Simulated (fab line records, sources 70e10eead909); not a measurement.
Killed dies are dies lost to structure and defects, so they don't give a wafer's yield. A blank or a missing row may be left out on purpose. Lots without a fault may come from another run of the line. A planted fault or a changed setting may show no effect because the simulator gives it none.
Which tool did it? | flow nand_harc | 11 lots, 33 wafers sampled, at 5 steps of a route of 1159

WHAT THE GAUGES READ, wafer by wafer
NHARC_END_SORT_01. Usual: killed_at_array 29, standard deviation 11; killed_at_other 0.7, standard deviation 1.1; killed_at_periphery 2.9, standard deviation 2.2; killed_dies 33, standard deviation 11; killed_open 3.1, standard deviation 1.8; killed_short 1.9, standard deviation 1.4.
lot  | measured     | on        | killed_at_array | killed_at_other | killed_at_periphery | killed_dies | killed_open | killed_short | flag
L239 | day 20 05:19 | prober-02 | 18 19 18        | 0 0 1           | 11 7 9              | 29 26 28    | 3 0 3       | 1 3 1        |
L245 | day 21 09:58 | prober-02 | 15 17 14        | 0 0 0           | 3 9 7               | 18 26 21    | 2 3 3       | 0 2 1        |
L247 | day 21 17:44 | prober-02 | 25 29           | 1 0             | 0 4                 | 26 33       | 2 3         | 3 1          |
L259 | day 24 04:02 | prober-02 | 36 28           | 0 0             | 2 1                 | 38 29       | 4 1         | 0 0          |

WHICH TOOL RAN EACH LOT (tool, then ch and the chambers of the sampled wafers, then the start)
lot  | NHARC_A_STAIRCASE_ETCH_15                     | NHARC_A_STAIRCASE_TRIM_18                     | NHARC_A_STAIRCASE_TRIM_22          | NHARC_A_STAIRCASE_DESCUM_186
L238 | rie_diel-10 ch 2,3, day 11 07:50 or earlier   | rie_diel-10 ch 0,1, day 11 07:50 or earlier   | rie_diel-10 ch 0,1,2, day 11 07:50 | rie_diel-10 ch 1,2, day 11 10:02
L240 | rie_diel-11 ch 0,1,2, day 11 09:13 or earlier | rie_diel-11 ch 0,1,2, day 11 09:13 or earlier | rie_diel-10 ch 0,1,2, day 11 09:13 | rie_diel-10 ch 0,2,3, day 11 11:44
L239 | rie_diel-11 ch 0,2,3, day 11 09:40 or earlier | rie_diel-11 ch 0,1,2, day 11 09:40 or earlier | rie_diel-11 ch 0,1,3, day 11 09:40 | rie_diel-10 ch 0,1,2, day 11 11:58
L242 | rie_diel-09 ch 0,1,2, day 11 13:05 or earlier | rie_diel-09 ch 1,3, day 11 13:05 or earlier   | rie_diel-10 ch 0,3, day 11 13:05   | rie_diel-11 ch 0,1,2, day 11 15:29
L243 | rie_diel-09 ch 0,2,3, day 11 13:14 or earlier | rie_diel-09 ch 0,1,2, day 11 13:14 or earlier | rie_diel-09 ch 0,2,3, day 11 13:14 | rie_diel-11 ch 0,3, day 11 15:45
L245 | rie_diel-10 ch 0,2, day 12 09:24 or earlier   | rie_diel-10 ch 0,2, day 12 09:24 or earlier   | rie_diel-11 ch 0,1, day 12 09:24   | rie_diel-09 ch 1,2,3, day 12 11:43
L244 | rie_diel-09 ch 0,2, day 12 09:40 or earlier   | rie_diel-09 ch 1,3, day 12 09:40 or earlier   | rie_diel-09 ch 0,3, day 12 09:40   | rie_diel-11 ch 0,1,2, day 12 11:58
L248 | rie_diel-10 ch 2,3, day 12 23:40 or earlier   | rie_diel-10 ch 0,2,3, day 12 23:40 or earlier | rie_diel-09 ch 0,3, day 12 23:40   | rie_diel-09 ch 1,3, day 13 02:02
L247 | rie_diel-11 ch 0,1,2, day 13 03:16 or earlier | rie_diel-11 ch 1,2, day 13 03:16 or earlier   | rie_diel-11 ch 0,2,3, day 13 03:16 | rie_diel-10 ch 0,1,3, day 13 05:31
L259 | rie_diel-11 ch 0,1, day 15 21:51 or earlier   | rie_diel-11 ch 0,3, day 15 21:51 or earlier   | rie_diel-11 ch 1,2, day 15 21:51   | rie_diel-09 ch 0,1, day 16 00:28
L260 | rie_diel-10 ch 1,2,3, day 16 13:12 or earlier | rie_diel-10 ch 0,1, day 16 13:12 or earlier   | rie_diel-10 ch 1,2,3, day 16 13:12 | rie_diel-11 ch 1,2, day 16 15:44
- NHARC_A_STAIRCASE_ETCH_15: etches the open film in C4F8/O2, target depth 100 nm, time 40.5 s.
- NHARC_A_STAIRCASE_TRIM_18: chemistry O2, time 211.2 s.
- NHARC_A_STAIRCASE_TRIM_22: chemistry O2, time 211.2 s.
- NHARC_A_STAIRCASE_DESCUM_186: chemistry O2, time 3 s.

WHAT THE TOOLS THEMSELVES READ (means of the sampled wafers that have a number; where no wafer has one, the mark that the record gives instead)
NHARC_A_STAIRCASE_ETCH_15. Usual: oes_product_au 0.939 a.u., standard deviation 0.014; rf_vpp_V 896 V, standard deviation 6.1.
lot  | tool        | oes_product_au (a.u.) | rf_vpp_V (V) | flag
L238 | rie_diel-10 | 0.938                 | 890          |
L240 | rie_diel-11 | 0.922                 | 900          |
L239 | rie_diel-11 | 0.923                 | 904          |
L242 | rie_diel-09 | 0.925                 | 897          |
L243 | rie_diel-09 | 0.935                 | 893          |
L245 | rie_diel-10 | 0.942                 | 895          |
L244 | rie_diel-09 | 0.963                 | 895          |
L248 | rie_diel-10 | 0.946                 | 892          |
L247 | rie_diel-11 | 0.933                 | 900          |
L259 | rie_diel-11 | 0.940                 | 894          |
L260 | rie_diel-10 | 0.950                 | 899          |

NHARC_A_STAIRCASE_TRIM_18. Usual: drypump_motor_current_A 5.6 A, standard deviation 0.49; oes_product_au 0.999 a.u., standard deviation 0.01; rf_vpp_V 57.8 V, standard deviation 0.96; run_length_s 232.6 s, standard deviation 0.37; showerhead_plenum_p_Torr 3.54 Torr, standard deviation 0.16; throttle_valve_pct 17.035 %, standard deviation 0.01.
lot  | tool        | drypump_motor_current_A (A) | oes_product_au (a.u.) | rf_vpp_V (V) | run_length_s (s) | showerhead_plenum_p_Torr (Torr) | throttle_valve_pct (%) | flag
L238 | rie_diel-10 | 5.3                         | 1.005                 | 57.9         | 232.7            | 3.57                            | 17.044                 |
L240 | rie_diel-11 | 6.1                         | 0.989                 | 58.1         | 232.6            | 3.65                            | 17.034                 |
L239 | rie_diel-11 | 6.1                         | 0.992                 | 58.2         | 232.7            | 3.65                            | 17.035                 |
L242 | rie_diel-09 | 5.1                         | 0.999                 | 57.5         | 232.9            | 3.56                            | 17.030                 |
L243 | rie_diel-09 | 5.3                         | 0.997                 | 57.8         | 232.8            | 3.56                            | 17.036                 |
L245 | rie_diel-10 | 5.3                         | 0.998                 | 58.1         | 232.3            | 3.49                            | 17.039                 |
L244 | rie_diel-09 | 5.1                         | 1.006                 | 58.3         | 232.6            | 3.56                            | 17.030                 |
L248 | rie_diel-10 | 5.6                         | 1.003                 | 58.0         | 232.3            | 3.43                            | 17.038                 |
L247 | rie_diel-11 | 5.9                         | 0.999                 | 57.3         | 232.8            | 3.50                            | 17.034                 |
L259 | rie_diel-11 | 6.2                         | 0.992                 | 58.3         | 232.4            | 3.72                            | 17.039                 |
L260 | rie_diel-10 | 5.2                         | 1.010                 | 58.6         | 232.8            | 3.59                            | 17.035                 |

NHARC_A_STAIRCASE_TRIM_22. Usual: drypump_motor_current_A 5.7 A, standard deviation 0.45; oes_product_au 1.000 a.u., standard deviation 0.011; rf_vpp_V 57.9 V, standard deviation 0.9; run_length_s 232.6 s, standard deviation 0.37; showerhead_plenum_p_Torr 3.55 Torr, standard deviation 0.17; throttle_valve_pct 17.037 %, standard deviation 0.0086.
lot  | tool        | drypump_motor_current_A (A) | oes_product_au (a.u.) | rf_vpp_V (V) | run_length_s (s) | showerhead_plenum_p_Torr (Torr) | throttle_valve_pct (%) | flag
L238 | rie_diel-10 | 5.2                         | 1.006                 | 57.9         | 232.5            | 3.55                            | 17.042                 |
L240 | rie_diel-10 | 5.2                         | 1.006                 | 57.4         | 232.4            | 3.55                            | 17.034                 |
L239 | rie_diel-11 | 6.0                         | 0.999                 | 58.4         | 232.8            | 3.60                            | 17.038                 |
L242 | rie_diel-10 | 5.7                         | 1.003                 | 58.0         | 232.7            | 3.46                            | 17.033                 |
L243 | rie_diel-09 | 5.6                         | 1.000                 | 58.0         | 232.9            | 3.44                            | 17.039                 |
L245 | rie_diel-11 | 6.3                         | 0.997                 | 57.4         | 232.7            | 3.64                            | 17.037                 |
L244 | rie_diel-09 | 5.5                         | 1.003                 | 57.1         | 232.4            | 3.42                            | 17.045                 |
L248 | rie_diel-09 | 5.5                         | 1.009                 | 57.1         | 232.5            | 3.42                            | 17.031                 |
L247 | rie_diel-11 | 6.0                         | 0.992                 | 58.1         | 232.6            | 3.73                            | 17.031                 |
L259 | rie_diel-11 | 5.9                         | 0.984                 | 58.5         | 186.8            | 3.63                            | 17.041                 | OFF
L260 | rie_diel-10 | 5.5                         | 1.008                 | 58.1         | 232.6            | 3.62                            | 17.024                 |

NHARC_A_STAIRCASE_DESCUM_186. Usual: drypump_motor_current_A 5.6 A, standard deviation 0.44; oes_product_au 1.000 a.u., standard deviation 0.011; rf_vpp_V 57.8 V, standard deviation 1; showerhead_plenum_p_Torr 1.91 Torr, standard deviation 0.094; throttle_valve_pct 11.311 %, standard deviation 0.0095.
lot  | tool        | drypump_motor_current_A (A) | oes_product_au (a.u.) | rf_vpp_V (V) | showerhead_plenum_p_Torr (Torr) | throttle_valve_pct (%) | flag
L238 | rie_diel-10 | 5.2                         | 1.001                 | 57.7         | 1.95                            | 11.311                 |
L240 | rie_diel-10 | 5.6                         | 0.994                 | 57.1         | 1.86                            | 11.306                 |
L239 | rie_diel-10 | 5.2                         | 1.002                 | 58.4         | 1.93                            | 11.315                 |
L242 | rie_diel-11 | 6.1                         | 0.987                 | 58.6         | 1.98                            | 11.304                 |
L243 | rie_diel-11 | 5.8                         | 0.990                 | 57.1         | 2.00                            | 11.309                 |
L245 | rie_diel-09 | 5.3                         | 1.011                 | 58.0         | 1.91                            | 11.312                 |
L244 | rie_diel-11 | 6.1                         | 0.996                 | 59.3         | 1.98                            | 11.311                 |
L248 | rie_diel-09 | 5.4                         | 1.004                 | 58.3         | 1.87                            | 11.305                 |
L247 | rie_diel-10 | 5.5                         | 1.007                 | 58.1         | 1.89                            | 11.316                 |
L259 | rie_diel-09 | 5.0                         | 0.998                 | 58.5         | 1.95                            | 11.324                 |
L260 | rie_diel-11 | 5.9                         | 0.994                 | 58.1         | 1.97                            | 11.306                 |

THE ANSWER, worked out from the rows above alone
Rule: a lot is off if the mean of its wafers that have a number lies more than 3 standard deviations from the usual mean. A lot without any number at a reading at which 4 lots or more have one is off too. The other lots that the step has rows for count as sound. The gauges are gone through in route order, then the tools' own readings, and for those a lot's mean is taken as printed above. The first step at which some lot is off is used, and at that step the reading that is off furthest; a lot without a number counts as furthest.
Off: L259, at NHARC_A_STAIRCASE_TRIM_22 (run_length_s).
A tool fits if, at that step or a process step before it, it ran every lot that is off, and no sound lot after the first of them. NHARC_A_STAIRCASE_ETCH_15 gives no start for some lots, so the hours and the order of its lots are those of NHARC_A_STAIRCASE_TRIM_22. NHARC_A_STAIRCASE_TRIM_18 gives no start for some lots, so the hours and the order of its lots are those of NHARC_A_STAIRCASE_TRIM_22. One fits: rie_diel-11 at NHARC_A_STAIRCASE_ETCH_15 and NHARC_A_STAIRCASE_TRIM_18 and NHARC_A_STAIRCASE_TRIM_22. At NHARC_A_STAIRCASE_ETCH_15 its last sound lot is L247 (day 13 03:16), its first lot that is off L259 (day 15 21:51): a fault that began between those two fits.

WHAT THE SIMULATOR HAD PUT IN
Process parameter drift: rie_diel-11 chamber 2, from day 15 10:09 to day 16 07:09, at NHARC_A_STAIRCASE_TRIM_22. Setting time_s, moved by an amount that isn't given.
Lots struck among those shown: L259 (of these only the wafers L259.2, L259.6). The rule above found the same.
